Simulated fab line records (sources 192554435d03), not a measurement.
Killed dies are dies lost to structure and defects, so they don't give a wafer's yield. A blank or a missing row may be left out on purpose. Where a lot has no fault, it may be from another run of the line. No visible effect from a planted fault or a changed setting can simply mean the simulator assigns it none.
Lot-split experiment / flow n5_finfet / 39 wafers read across 7 lots, on a route 1938 steps long

## ABOUT THE SPLIT
At N5_SDB_ETCH_18 (etches SOC in N2/H2, target depth 100 nm, overetch 20 nm, time 150 s), the setting time_s was moved away from the recipe's 150 s on 15 of the 39 wafers read, by -37.8% to +41.4%. The other wafers ran this setting at the recipe's value.

Reading taken at the split's own step.

## THE READING
SiARC_of_SDB_COAT_04.thk_nm (the simulator's own value, which no gauge read), in nm, at N5_SDB_ETCH_18 (etches SOC in N2/H2, target depth 100 nm, overetch 20 nm, time 150 s). No usual value for it is given in the file. Across the 24 wafers here that went through the recipe, the average is 12.8 nm and the standard deviation 0.17 nm.

wafer=L078.2; tool, chamber at the split=rie_diel-01, 2; time_s as run, s=150; against the recipe=recipe; SiARC_of_SDB_COAT_04.thk_nm, nm=12.8; against lot-mates on the recipe=-
wafer=L078.3; tool, chamber at the split=rie_diel-01, 0; time_s as run, s=150; against the recipe=recipe; SiARC_of_SDB_COAT_04.thk_nm, nm=12.6; against lot-mates on the recipe=-
wafer=L078.4; tool, chamber at the split=rie_diel-01, 1; time_s as run, s=150; against the recipe=recipe; SiARC_of_SDB_COAT_04.thk_nm, nm=13; against lot-mates on the recipe=-
wafer=L079.1; tool, chamber at the split=rie_diel-05, 2; time_s as run, s=150; against the recipe=recipe; SiARC_of_SDB_COAT_04.thk_nm, nm=12.8; against lot-mates on the recipe=-
wafer=L079.2; tool, chamber at the split=rie_diel-05, 1; time_s as run, s=98.45; against the recipe=-34.4%; SiARC_of_SDB_COAT_04.thk_nm, nm=14.2; against lot-mates on the recipe=+1.5
wafer=L079.3; tool, chamber at the split=rie_diel-05, 0; time_s as run, s=98.45; against the recipe=-34.4%; SiARC_of_SDB_COAT_04.thk_nm, nm=14.6; against lot-mates on the recipe=+1.9
wafer=L079.5; tool, chamber at the split=rie_diel-05, 0; time_s as run, s=98.45; against the recipe=-34.4%; SiARC_of_SDB_COAT_04.thk_nm, nm=14.6; against lot-mates on the recipe=+1.9
wafer=L079.4; tool, chamber at the split=rie_diel-05, 3; time_s as run, s=150; against the recipe=recipe; SiARC_of_SDB_COAT_04.thk_nm, nm=12.6; against lot-mates on the recipe=-
wafer=L079.6; tool, chamber at the split=rie_diel-05, 3; time_s as run, s=150; against the recipe=recipe; SiARC_of_SDB_COAT_04.thk_nm, nm=12.6; against lot-mates on the recipe=-
wafer=L084.1; tool, chamber at the split=rie_diel-05, 2,3,2; time_s as run, s=150; against the recipe=recipe; SiARC_of_SDB_COAT_04.thk_nm, nm=12.8; against lot-mates on the recipe=-
wafer=L084.3; tool, chamber at the split=rie_diel-05, 2,3,2; time_s as run, s=150; against the recipe=recipe; SiARC_of_SDB_COAT_04.thk_nm, nm=12.8; against lot-mates on the recipe=-
wafer=L084.6; tool, chamber at the split=rie_diel-05, 2,3,2; time_s as run, s=150; against the recipe=recipe; SiARC_of_SDB_COAT_04.thk_nm, nm=12.8; against lot-mates on the recipe=-
wafer=L084.2; tool, chamber at the split=rie_diel-05, 0; time_s as run, s=150; against the recipe=recipe; SiARC_of_SDB_COAT_04.thk_nm, nm=13; against lot-mates on the recipe=-
wafer=L084.4; tool, chamber at the split=rie_diel-05, 1; time_s as run, s=150; against the recipe=recipe; SiARC_of_SDB_COAT_04.thk_nm, nm=12.6; against lot-mates on the recipe=-
wafer=L084.5; tool, chamber at the split=rie_diel-05, 1; time_s as run, s=150; against the recipe=recipe; SiARC_of_SDB_COAT_04.thk_nm, nm=12.6; against lot-mates on the recipe=-
wafer=L092.1; tool, chamber at the split=rie_diel-02, 1; time_s as run, s=150; against the recipe=recipe; SiARC_of_SDB_COAT_04.thk_nm, nm=12.6; against lot-mates on the recipe=-
wafer=L092.2; tool, chamber at the split=rie_diel-02, 0,2,3; time_s as run, s=93.29; against the recipe=-37.8%; SiARC_of_SDB_COAT_04.thk_nm, nm=14.8; against lot-mates on the recipe=+2.0
wafer=L092.3; tool, chamber at the split=rie_diel-02, 0,2,3; time_s as run, s=93.29; against the recipe=-37.8%; SiARC_of_SDB_COAT_04.thk_nm, nm=14.8; against lot-mates on the recipe=+2.0
wafer=L092.4; tool, chamber at the split=rie_diel-02, 0,2,3; time_s as run, s=93.29; against the recipe=-37.8%; SiARC_of_SDB_COAT_04.thk_nm, nm=14.8; against lot-mates on the recipe=+2.0
wafer=L092.5; tool, chamber at the split=rie_diel-02, 1; time_s as run, s=150; against the recipe=recipe; SiARC_of_SDB_COAT_04.thk_nm, nm=12.8; against lot-mates on the recipe=-
wafer=L092.6; tool, chamber at the split=rie_diel-02, 2; time_s as run, s=150; against the recipe=recipe; SiARC_of_SDB_COAT_04.thk_nm, nm=13; against lot-mates on the recipe=-
wafer=L093.1; tool, chamber at the split=rie_diel-05, 1; time_s as run, s=150; against the recipe=recipe; SiARC_of_SDB_COAT_04.thk_nm, nm=12.6; against lot-mates on the recipe=-
wafer=L093.2; tool, chamber at the split=rie_diel-05, 3; time_s as run, s=150; against the recipe=recipe; SiARC_of_SDB_COAT_04.thk_nm, nm=12.8; against lot-mates on the recipe=-
wafer=L093.3; tool, chamber at the split=rie_diel-05, 0; time_s as run, s=150; against the recipe=recipe; SiARC_of_SDB_COAT_04.thk_nm, nm=13.2; against lot-mates on the recipe=-
wafer=L093.4; tool, chamber at the split=rie_diel-05, 3,1; time_s as run, s=104.5; against the recipe=-30.3%; SiARC_of_SDB_COAT_04.thk_nm, nm=14.4; against lot-mates on the recipe=+1.5
wafer=L093.5; tool, chamber at the split=rie_diel-05, 3,1; time_s as run, s=104.5; against the recipe=-30.3%; SiARC_of_SDB_COAT_04.thk_nm, nm=14.4; against lot-mates on the recipe=+1.5
wafer=L093.6; tool, chamber at the split=rie_diel-05, 0; time_s as run, s=104.5; against the recipe=-30.3%; SiARC_of_SDB_COAT_04.thk_nm, nm=14.6; against lot-mates on the recipe=+1.7
wafer=L094.1; tool, chamber at the split=rie_diel-05, 1; time_s as run, s=212.1; against the recipe=+41.4%; SiARC_of_SDB_COAT_04.thk_nm, nm=10.2; against lot-mates on the recipe=-2.6
wafer=L094.2; tool, chamber at the split=rie_diel-05, 0; time_s as run, s=150; against the recipe=recipe; SiARC_of_SDB_COAT_04.thk_nm, nm=13; against lot-mates on the recipe=-
wafer=L094.3; tool, chamber at the split=rie_diel-05, 3; time_s as run, s=212.1; against the recipe=+41.4%; SiARC_of_SDB_COAT_04.thk_nm, nm=10.6; against lot-mates on the recipe=-2.2
wafer=L094.4; tool, chamber at the split=rie_diel-05, 3; time_s as run, s=212.1; against the recipe=+41.4%; SiARC_of_SDB_COAT_04.thk_nm, nm=10.4; against lot-mates on the recipe=-2.4
wafer=L094.5; tool, chamber at the split=rie_diel-05, 0; time_s as run, s=150; against the recipe=recipe; SiARC_of_SDB_COAT_04.thk_nm, nm=12.8; against lot-mates on the recipe=-
wafer=L094.6; tool, chamber at the split=rie_diel-05, 1; time_s as run, s=150; against the recipe=recipe; SiARC_of_SDB_COAT_04.thk_nm, nm=12.6; against lot-mates on the recipe=-
wafer=L095.1; tool, chamber at the split=rie_diel-05, 2; time_s as run, s=150; against the recipe=recipe; SiARC_of_SDB_COAT_04.thk_nm, nm=12.8; against lot-mates on the recipe=-
wafer=L095.2; tool, chamber at the split=rie_diel-05, 3,1; time_s as run, s=100.4; against the recipe=-33.1%; SiARC_of_SDB_COAT_04.thk_nm, nm=14.4; against lot-mates on the recipe=+1.6
wafer=L095.3; tool, chamber at the split=rie_diel-05, 3,1; time_s as run, s=100.4; against the recipe=-33.1%; SiARC_of_SDB_COAT_04.thk_nm, nm=14.4; against lot-mates on the recipe=+1.6
wafer=L095.4; tool, chamber at the split=rie_diel-05, 3; time_s as run, s=100.4; against the recipe=-33.1%; SiARC_of_SDB_COAT_04.thk_nm, nm=14.6; against lot-mates on the recipe=+1.8
wafer=L095.5; tool, chamber at the split=rie_diel-05, 1; time_s as run, s=150; against the recipe=recipe; SiARC_of_SDB_COAT_04.thk_nm, nm=12.6; against lot-mates on the recipe=-
wafer=L095.6; tool, chamber at the split=rie_diel-05, 2; time_s as run, s=150; against the recipe=recipe; SiARC_of_SDB_COAT_04.thk_nm, nm=13; against lot-mates on the recipe=-
If several chambers appear in one row, that row covers several wafers at once and the file leaves open which wafer was in which chamber.

THE FIT
A straight line over all 39 wafers: SiARC_of_SDB_COAT_04.thk_nm changes by -0.054 nm for each +1% of time_s; r = -0.99; the points scatter about the line by 0.17 nm.
The same after taking each lot's own level away (the mean of its wafers on the recipe; 39 wafers): -0.0542 nm for each +1%; r = -0.99; scatter 0.16 nm.
Per that fit: largest time_s move, reading shift of 2.2 nm.
The span of the lots' own levels, 12.67 to 12.87 nm, comes to 1.2 times the standard deviation stated above.
Hence the lot-to-lot level has little effect on the slope; both slopes agree.
Check: -2.22 nm against its lot-mates is what the line predicts for one of the wafers moved furthest among these (+41.4%) when that wafer is left out of the fit. It came out at -2.6 nm against them.

## THESE WAFERS: OTHER SPLITS
Before the reading, these wafers also passed through other splits. Each is held against what the fit with the lots' levels taken away leaves over:
other split on the same wafers=N5_ZERO_LAYER_DEVELOP_10 develop_time_s; wafers away from the commonest value=15; r with SiARC_of_SDB_COAT_04.thk_nm (lot level and that fit taken away)=+0.06
other split on the same wafers=N5_FIN_CUT_CUT_ETCH_26 target_depth_a; wafers away from the commonest value=12; r with SiARC_of_SDB_COAT_04.thk_nm (lot level and that fit taken away)=+0.05

## THE FILE'S OWN FIT
SiARC_of_SDB_COAT_04.thk_nm changes by -0.0537 nm for each +1% of time_s, r = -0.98.
